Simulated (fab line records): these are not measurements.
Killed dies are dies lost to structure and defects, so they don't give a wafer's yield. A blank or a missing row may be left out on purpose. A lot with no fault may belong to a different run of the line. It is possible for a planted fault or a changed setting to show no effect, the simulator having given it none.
Matching of chambers + flow n5 finfet + 4 sister chambers for N5_BEOL_M7_ALD_77 on ald metal-03
The step deposits TaN, target thk 2 nm, pulse time 2 s, purge time 3 s. 14 wafers are shown with their chamber, then 7 later ones without.

WAFERS, EACH WITH ITS CHAMBER
| wafer  | chamber | heater power w (W) |
|--------|---------|--------------------|
| L078.1 | 2       | 431                |
| L078.3 | 1       | 391                |
| L078.5 | 3       | 464                |
| L083.3 | 2       | 420                |
| L083.5 | 3       | 463                |
| L083.6 | 2       | 432                |
| L084.3 | 2       | 432                |
| L084.4 | 1       | 381                |
| L084.5 | 2       | 430                |
| L087.2 | 0       | 524                |
| L087.3 | 2       | 431                |
| L087.4 | 1       | 387                |
| L090.3 | 0       | 519                |
| L090.4 | 2       | 423                |

SIGNATURES (means of the wafers above)
| reading        | chamber 0 | chamber 1 | chamber 2 | chamber 3 | scatter within a chamber |
|----------------|-----------|-----------|-----------|-----------|--------------------------|
| heater power w | 521.50    | 386.33    | 428.43    | 463.50    | 4.53                     |
Rule: a wafer lies at a distance from a chamber equal to the root of the sum of squares, over the readings, of (its reading less the chamber's mean, divided by the reading's scatter). If the next closest chamber is less than 2 further off than the closest, the wafer can't be placed; otherwise it belongs to the closest. The scatter is the square root of a quotient: the sum, over the shown wafers, of each reading's squared deviation from its chamber's mean, divided by wafers minus chambers.

WAFERS WITHOUT THEIR CHAMBER
| wafer  | heater power w (W) |
|--------|--------------------|
| L090.5 | 465                |
| L092.1 | 433                |
| L092.2 | 458                |
| L092.3 | 380                |
| L096.2 | 472                |
| L096.3 | 418                |
| L096.4 | 389                |

WHICH CHAMBER EACH ONE RAN IN
| wafer  | from the rows above | in truth |
|--------|---------------------|----------|
| L090.5 | 3                   | 3        |
| L092.1 | 2                   | 2        |
| L092.2 | 3                   | 3        |
| L092.3 | 1                   | 1        |
| L096.2 | 3                   | 3        |
| L096.3 | 2                   | 2        |
| L096.4 | 1                   | 1        |
Placed correctly: 7 of 7. Can't be placed from these rows: 0. Placed wrongly: 0.
